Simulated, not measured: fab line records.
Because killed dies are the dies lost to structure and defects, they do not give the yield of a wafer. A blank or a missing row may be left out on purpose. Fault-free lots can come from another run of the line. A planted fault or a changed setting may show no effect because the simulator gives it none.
fab line records	flow n5-finfet
[record] lots = 11	wafers = 32	last-day = 17
route steps=1938 shown BEOL_M15@1789 PASSIVATION@1936
lots that met no fault: taken from a fault-free run of the same line
start-h: the number of hours between the record's first day and the start of the first shown wafer of the lot	wait-h: hours from the lot's prior step to this one	" unchanged from the row above	L1.1+2: one row covering several wafers at once	- value missing, or start not given	* or withheld: withheld	< > ~ a bound
route shown NAME@n: NAME is a module with steps in the file, n the number in the route of the first one	usual: mean and standard deviation over wafers with no fault	same: alike in all rows	chamber/n: place in a boat	sites: each site's reading	_std_site: their standard deviation	_edge_site: mean of outer sites minus mean of inner sites	radius-mm: how far each site lies from the wafer's centre	mask NAME#n: copy n	behind: the last tool/chamber to shape the wafer	hold: cause of the lot's hold/its duration in hours/its outcome	device: whichever transistor did not switch (one of n, p or np)	end of line: the same wafers' tests at the end of the route	where a step has no rows: the recipe by itself	killed: at the first sort, the dies lost to defects and structure; wafer yield is something else	map: shows each die of a wafer: x if killed, . if not, _ if none is there
set.NAME: the setting as run; set.NAME@STEP: as run at that earlier step	model.NAME: the simulator's own value behind a step, which no gauge read
one table for each step of the route and one row for each wafer, over a sample of lots
services: a tool's chamber out of use, with start hour (start-h, from the record's first day; less than 0 if before it), hours out, and reason
[[steps]]
[step N5_BEOL_M15_STRIP_63]
[recipe] chemistry = O2	power-w = 600	temp-c = 60	pressure-mtorr = 30	rf-frequency-hz = 6e+07	bias-power-w = 0	overash-fraction = 0.3	o2-flow-sccm = 225
[usual] drypump-motor-current-A = 5.50/0.25	oes-product-au = 0.82/0.09	rf-vpp-V = 3.7/0.68	showerhead-plenum-p-Torr = 2.10/0.068	throttle-valve-pct = 16.60/0.22
lot.wafer	tool	chamber	start-h	wait-h	drypump-motor-current-A	oes-product-au	rf-hours-counter-h	rf-vpp-V	showerhead-plenum-p-Torr	throttle-valve-pct
L912.2	rie-diel-02	3	-	-	5.30	0.72	178	4.4	2.00	16.76
L912.3	"	0	"	"	5.09	0.95	2	2.4	2.16	16.43
L912.5	"	3	"	"	5.34	0.73	-	3.6	2.00	16.76
L913.2	rie-diel-02	2	-	-	5.82	0.81	106	2.9	2.12	16.30
L913.3	"	0	"	"	5.10	0.93	7	3.1	2.16	16.43
L913.6	"	1	"	"	5.64	0.81	-	3.1	2.03	16.71
L914.1	rie-diel-02	1	-	-	5.67	0.79	94	3.5	2.03	16.71
L914.4	"	0	"	"	5.11	0.91	13	4.2	2.16	16.44
L914.6	"	1	"	"	5.68	0.79	-	3.7	2.03	16.66
L915.4	rie-diel-02	1	-	-	5.66	0.80	94	3.0	2.02	16.68
L915.5	"	0	"	"	5.14	0.91	-	4.2	2.16	16.42
L915.6	"	3	"	"	5.34	0.73	-	2.8	2.00	16.79
L919.1	rie-diel-02	3	-	-	5.36	0.72	194	4.6	1.99	16.78
L919.2	"	1	"	"	5.65	0.79	100	4.6	2.02	16.72
L919.6	"	2	"	"	5.82	0.80	-	4.8	2.11	16.33
L917.1	rie-diel-06	3	-	-	5.90	0.80	106	2.8	2.21	16.41
L917.2	"	1	"	"	5.31	0.65	240	3.0	2.07	16.89
L917.6	"	0	"	"	5.76	0.96	-	4.0	2.05	16.41
L924.3	rie-diel-01	1	-	-	5.48	0.92	40	3.2	2.15	16.29
L924.4	"	2	"	"	5.77	0.91	23	4.6	2.14	16.77
L926.1	rie-diel-01	0	-	-	5.41	0.72	208	2.7	2.00	16.90
L926.4	"	1	"	"	5.44	0.89	49	3.6	2.15	16.30
L926.5	"	0	"	"	5.41	0.71	-	4.2	2.00	16.89
L929.1	rie-diel-06	2	-	-	5.45	0.68	245	2.3	2.15	16.63
L929.2	"	0	"	"	5.82	0.88	32	4.2	2.04	16.47
L929.6	"	1	"	"	5.29	0.96	-	3.6	2.06	16.44
L932.1	rie-diel-06	0	-	-	5.74	0.88	32	3.6	2.04	16.47
L932.2	"	2	"	"	5.38	0.67	245	2.6	2.15	16.67
L932.3	"	1	"	"	5.31	0.96	10	3.4	2.06	16.45
L931.1	rie-diel-02	3	-	-	5.31	0.70	219	3.6	1.99	16.82
L931.4	"	2	"	"	5.84	0.78	143	4.5	2.10	16.38
L931.6	"	1	"	"	5.68	0.76	-	3.9	2.01	16.77
[step N5_BEOL_M15_ETCH_57]
[recipe] chemistry = N2/H2	target = SOC	source-w = 3000	bias-w = 350	time-s = 750	ion-energy-ev = 200	pressure-mtorr = 30	n2-flow-sccm = 200	h2-flow-sccm = 200
[usual] drypump-motor-current-A = 5.54/0.27	oes-product-au = 0.81/0.087	rf-vpp-V = 523.9/2.4	showerhead-plenum-p-Torr = 2.54/0.082	throttle-valve-pct = 17.65/0.22
lot.wafer	tool	chamber	start-h	wait-h	drypump-motor-current-A	oes-product-au	rf-hours-counter-h	rf-vpp-V	showerhead-plenum-p-Torr	throttle-valve-pct
L912.2	rie-diel-06	3	258.28	-	5.90	0.83	89	528.9	2.67	17.33
L912.3	"	1	"	"	5.33	0.67	237	523.7	2.50	17.94
L912.5	"	3	"	"	5.92	0.83	-	528.5	2.67	17.33
L913.2	rie-diel-02	3	274.71	-	5.31	0.73	184	520.9	2.42	17.83
L913.3	"	2	"	"	5.84	0.81	106	524.5	2.57	17.31
L913.6	"	3	"	"	5.30	0.73	-	520.0	2.42	17.82
L914.1	rie-diel-02	2	286.99	-	5.85	0.80	110	523.8	2.56	17.29
L914.4	"	1	"	"	5.65	0.79	94	522.5	2.46	17.79
L914.6	"	3	"	"	5.35	0.73	-	519.5	2.42	17.83
L915.4	rie-diel-02	1	289.10	-	5.66	0.79	94	520.4	2.46	17.77
L915.5	"	0	"	"	5.13	0.90	-	525.2	2.60	17.56
L915.6	"	1	"	"	5.69	0.79	-	521.9	2.46	17.77
L919.1	rie-diel-06	1	303.43	-	5.31	0.67	239	524.0	2.50	17.95
L919.2	"	0	"	"	5.77	0.95	6	521.5	2.51	17.62
L919.6	"	0	"	"	5.75	0.96	-	523.1	2.51	17.60
L917.1	rie-diel-02	1	307.29	-	5.69	0.78	101	521.6	2.46	17.78
L917.2	"	2	"	"	5.84	0.80	117	524.6	2.56	17.31
L917.6	"	1	"	"	5.67	0.78	-	521.0	2.46	17.77
L924.3	rie-diel-02	0	337.53	-	5.12	1.18	28	525.8	2.59	17.60
L924.4	"	2	"	"	5.84	0.79	124	525.1	2.56	17.34
L926.1	rie-diel-06	3	362.50	-	5.89	0.79	123	525.9	2.66	17.38
L926.4	"	0	"	"	5.76	0.90	25	521.4	2.50	17.67
L926.5	"	3	"	"	5.90	0.80	-	526.1	2.66	17.39
L929.1	rie-diel-06	1	386.19	-	5.29	0.98	10	523.9	2.49	17.54
L929.2	"	3	"	"	5.89	0.80	131	526.8	2.65	17.40
L929.6	"	3	"	"	5.91	0.79	-	527.0	2.65	17.39
L932.1	rie-diel-01	0	386.49	-	5.42	0.72	215	518.8	2.41	17.92
L932.2	"	3	"	"	5.16	0.78	117	523.3	2.55	17.89
L932.3	"	2	"	"	5.77	0.89	39	525.9	2.58	17.84
L931.1	rie-diel-06	1	395.40	-	5.31	0.95	12	523.0	2.49	17.54
L931.4	"	3	"	"	5.89	0.78	134	527.7	2.65	17.41
L931.6	"	2	"	"	5.45	0.67	-	526.3	2.62	17.89
[step N5_BEOL_M15_CD_MEAS_28]
[recipe] target-cd-nm = 407.6	landing-energy-ev = 500	detector = se-inlens
[usual] cd-nm = 407.7/1.4
lot.wafer	tool	chamber	start-h	wait-h	cd-nm
L912.2	cd-sem-01	0	259.18	-	408.1
L912.3	"	0	"	"	407.3
L912.5	"	0	"	"	408.0
L913.2	cd-sem-03	0	275.49	-	404.6
L913.3	"	0	"	"	405.4
L913.6	"	0	"	"	404.6
L914.1	cd-sem-01	0	287.89	-	408.4
L914.4	"	0	"	"	408.7
L914.6	"	0	"	"	408.6
L915.4	cd-sem-03	0	289.88	-	409.1
L915.5	"	0	"	"	408.7
L915.6	"	0	"	"	408.6
L919.1	cd-sem-02	0	304.33	-	406.7
L919.2	"	0	"	"	407.3
L919.6	"	0	"	"	406.3
L917.1	cd-sem-03	0	308.06	-	408.7
L917.2	"	0	"	"	409.5
L917.6	"	0	"	"	410.1
L924.3	cd-sem-03	0	338.31	-	406.6
L924.4	"	0	"	"	406.4
L926.1	cd-sem-01	0	363.39	-	405.7
L926.4	"	0	"	"	405.0
L926.5	"	0	"	"	405.4
L929.1	cd-sem-03	0	387.08	-	405.5
L929.2	"	0	"	"	407.4
L929.6	"	0	"	"	407.6
L932.1	cd-sem-02	0	387.39	-	409.1
L932.2	"	0	"	"	408.3
L932.3	"	0	"	"	409.2
L931.1	cd-sem-03	0	396.30	-	407.4
L931.4	"	0	"	"	406.8
L931.6	"	0	"	"	408.2
[step N5_BEOL_M15_ETCH_61]
[recipe] chemistry = N2/H2	target = BARC	target-depth-a = 890	overetch-a = 267	time-s = 67.9	ion-energy-ev = 200	pressure-mtorr = 30	source-w = 840	bias-w = 150	n2-flow-sccm = 200	h2-flow-sccm = 200
[usual] drypump-motor-current-A = 5.50/0.26	oes-product-au = 0.69/0.07	rf-vpp-V = 523.7/2.4	showerhead-plenum-p-Torr = 2.53/0.08	throttle-valve-pct = 17.78/0.22
lot.wafer	tool	chamber	start-h	wait-h	drypump-motor-current-A	oes-product-au	rf-hours-counter-h	rf-vpp-V	showerhead-plenum-p-Torr	throttle-valve-pct
L912.2	rie-diel-01	0	259.30	0.0	5.42	0.64	178	520.5	2.42	17.97
L912.3	"	3	"	"	5.16	0.70	79	523.0	2.56	17.94
L912.5	"	1	"	"	5.49	0.79	-	526.0	2.60	17.39
L913.2	rie-diel-01	0	275.87	0.0	5.44	0.64	181	519.3	2.42	17.98
L913.3	"	2	"	"	5.76	0.82	5	524.9	2.59	17.86
L913.6	"	3	"	"	5.17	0.71	-	524.3	2.56	17.94
L914.1	rie-diel-02	1	288.01	0.0	5.65	0.68	94	522.6	2.46	17.89
L914.4	"	2	"	"	5.84	0.68	111	524.7	2.56	17.40
L914.6	"	3	"	"	5.34	0.63	-	519.5	2.42	17.93
L915.4	rie-diel-06	2	290.02	0.0	5.38	0.60	-	526.0	2.63	17.93
L915.5	"	3	"	"	5.91	0.70	-	526.1	2.67	17.45
L915.6	"	0	"	"	5.80	0.83	-	522.7	2.51	17.72
L919.1	rie-diel-06	0	304.45	0.0	5.80	0.81	7	522.5	2.51	17.72
L919.2	"	3	"	"	5.93	0.69	106	527.4	2.66	17.47
L919.6	"	1	"	"	5.30	0.58	-	522.8	2.50	18.07
L917.1	rie-diel-02	3	308.30	0.0	5.34	0.63	196	519.7	2.42	17.96
L917.2	"	1	"	"	5.68	0.68	102	521.9	2.46	17.90
L917.6	"	1	"	"	5.68	0.68	-	522.2	2.46	17.89
L924.3	rie-diel-06	0	338.43	0.0	5.80	0.78	18	522.6	2.50	17.76
L924.4	"	1	"	"	5.30	0.57	250	522.9	2.50	18.07
L926.1	rie-diel-01	2	363.56	0.0	5.75	0.77	31	526.4	2.58	17.91
L926.4	"	0	"	"	5.42	0.62	208	520.6	2.41	18.02
L926.5	"	0	"	"	5.43	0.62	-	518.9	2.41	18.02
L929.1	rie-diel-01	3	387.21	0.0	5.17	0.69	117	526.3	2.55	18.00
L929.2	"	1	"	"	5.50	0.75	57	525.3	2.58	17.45
L929.6	"	1	"	"	5.49	0.75	-	525.6	2.58	17.45
L932.1	rie-diel-02	3	387.51	0.0	5.35	0.61	217	520.5	2.41	18.00
L932.2	"	2	"	"	5.83	0.66	140	523.8	2.55	17.45
L932.3	"	1	"	"	5.65	0.65	126	522.9	2.45	17.95
L931.1	rie-diel-06	1	396.42	0.0	5.29	0.81	13	522.9	2.49	17.65
L931.4	"	0	"	"	5.77	0.75	35	522.0	2.49	17.78
L931.6	"	3	"	"	5.90	0.68	-	525.7	2.65	17.51
[step N5_PASSIVATION_PROBE_49]
[usual] defect-limited-yield = 91.1/1.4	killed_at_M0_to_M3 = 34/11	killed_at_M4_up = 14/5.7	killed-at-contacts = 14/6.9	killed-at-front-end = 40/11	killed-at-other = 4/3.1	killed-dies = 105/17	killed-open = 70/13	killed-short = 34/7.6	sort_bin_5_function = 5.3/0.95	sort_bin_6_memory = 3.3/0.64	sort-n-pass = 1075/17	sort-yield-pct = 91.1/1.4
[same] gross-dies = 1180	killed-at-back-side = 0	sort_bin_4_leakage[%] = 0	sort_bin_8_speed[%] = 0
lot.wafer	tool	chamber	start-h	wait-h	defect-limited-yield[%]	killed_at_M0_to_M3	killed_at_M4_up	killed-at-contacts	killed-at-front-end	killed-at-other	killed-dies	killed-open	killed-short	sort_bin_5_function[%]	sort_bin_6_memory[%]	sort-n-pass	sort-yield-pct[%]
L919.1	prober-01	-	329.17	0.0	91.8	35	11	15	36	0	97	67	28	5.3	2.8	1083	91.8
L919.2	prober-01	-	329.22	0.1	93.6	35	12	9	18	2	76	57	19	4.2	2.1	1104	93.6
L919.6	prober-01	-	329.42	0.3	89.9	33	14	9	60	3	119	83	31	6.5	3.5	1061	89.9
L924.3	prober-01	-	358.93	0.1	93.7	31	8	5	26	4	74	43	30	3.6	2.4	1106	93.7
L924.4	prober-01	-	358.98	0.2	93.7	23	16	6	28	1	74	47	27	3.8	2.4	1106	93.7
// killed by level:class
L919.1 STI_FIN_REVEAL:geometric-particle:open=13 BEOL_M3:geometric-particle:open=12 MOL_CONTACT_COAG:geometric-particle:open=11 BEOL_M0:geometric-particle:open=7 GATE_CUT:geometric-particle:short=5 MOL_CONTACT_COAG:geometric-particle:short=4 BEOL_M1:geometric-particle:open=4 FIN_SAQP:geometric-particle:open=3
L919.2 BEOL_M2:geometric-particle:open=15 MOL_CONTACT_COAG:geometric-particle:open=8 FIN_SAQP:geometric-particle:short=6 BEOL_M3:geometric-particle:open=6 BEOL_M0_SAQP:geometric-particle:open=5 BEOL_M4:geometric-particle:open=5 BEOL_M0_SAQP:geometric-particle:short=4 GATE_CUT:geometric-particle:short=3
L919.6 BEOL_M2:geometric-particle:open=16 FIN_SAQP:geometric-particle:open=13 STI_FIN_REVEAL:geometric-particle:open=13 MOL_CONTACT_COAG:geometric-particle:open=8 BEOL_M0_SAQP:geometric-particle:short=6 BEOL_M3:geometric-particle:open=6 STARTING-WAFER:geometric-particle:open=5 GATE_CUT:geometric-particle:open=5
L924.3 BEOL_M1:geometric-particle:open=9 FIN_SAQP:geometric-particle:short=6 BEOL_M0_SAQP:geometric-particle:short=6 BEOL_M2:geometric-particle:open=5 STI_FIN_REVEAL:geometric-particle:open=3 ILD0:geometric-particle:short=3 MOL_CONTACT_COAG:geometric-particle:open=3 BEOL_M0_SAQP:geometric-particle:open=3
L924.4 BEOL_M4:geometric-particle:open=10 STI_FIN_REVEAL:geometric-particle:open=8 BEOL_M0_SAQP:geometric-particle:short=7 FIN_SAQP:geometric-particle:open=6 MOL_CONTACT_COAG:geometric-particle:open=6 BEOL_M0_SAQP:geometric-particle:open=6 BEOL_M2:geometric-particle:open=6 GATE_CUT:geometric-particle:short=4
[[services]]
tool	chamber	start-h	hours	kind
rie-diel-01	2	235.33	5.0	repair
rie-diel-01	2	242.52	-	clean
rie-diel-01	2	242.52	-	consumable-replace:focus-ring
rie-diel-01	2	242.52	17.4	scheduled-down
rie-diel-01	2	242.52	17.4	vent-cycle
rie-diel-02	1	243.32	8.0	repair
rie-diel-06	0	260.74	-	clean
rie-diel-06	0	260.74	-	consumable-replace:focus-ring
rie-diel-06	0	260.74	22.9	scheduled-down
rie-diel-06	0	260.74	22.9	vent-cycle
rie-diel-01	1	313.05	21.1	repair
rie-diel-06	1	339.35	-	clean
rie-diel-06	1	339.35	-	consumable-replace:focus-ring
rie-diel-06	1	339.35	14.3	scheduled-down
rie-diel-06	1	339.35	14.3	vent-cycle
rie-diel-06	3	342.18	7.7	repair
rie-diel-06	0	344.37	5.4	repair
[[key]]
[first-sign] step = N5_BEOL_M15_ETCH_57	reading = oes-product-au	direction = up	sigmas = 4.3	usual = 0.81	struck = 1.18
effect none on later readings
met-at N5_BEOL_M15_ETCH_57
struck-lots L924
struck-wafers L924.3
not-acting-at N5_BEOL_M15_STRIP_63,N5_BEOL_M15_CD_MEAS_28,N5_BEOL_M15_ETCH_61
onset-between 307.29 337.53
[fault] kind = process-parameter-drift	tool = rie-diel-02	chamber = -	onset-h = 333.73	steps = N5_BEOL_M15_ETCH_57	channel = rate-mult	offset = 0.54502	shape = step	end-h = 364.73	scope = struck-wafers-only
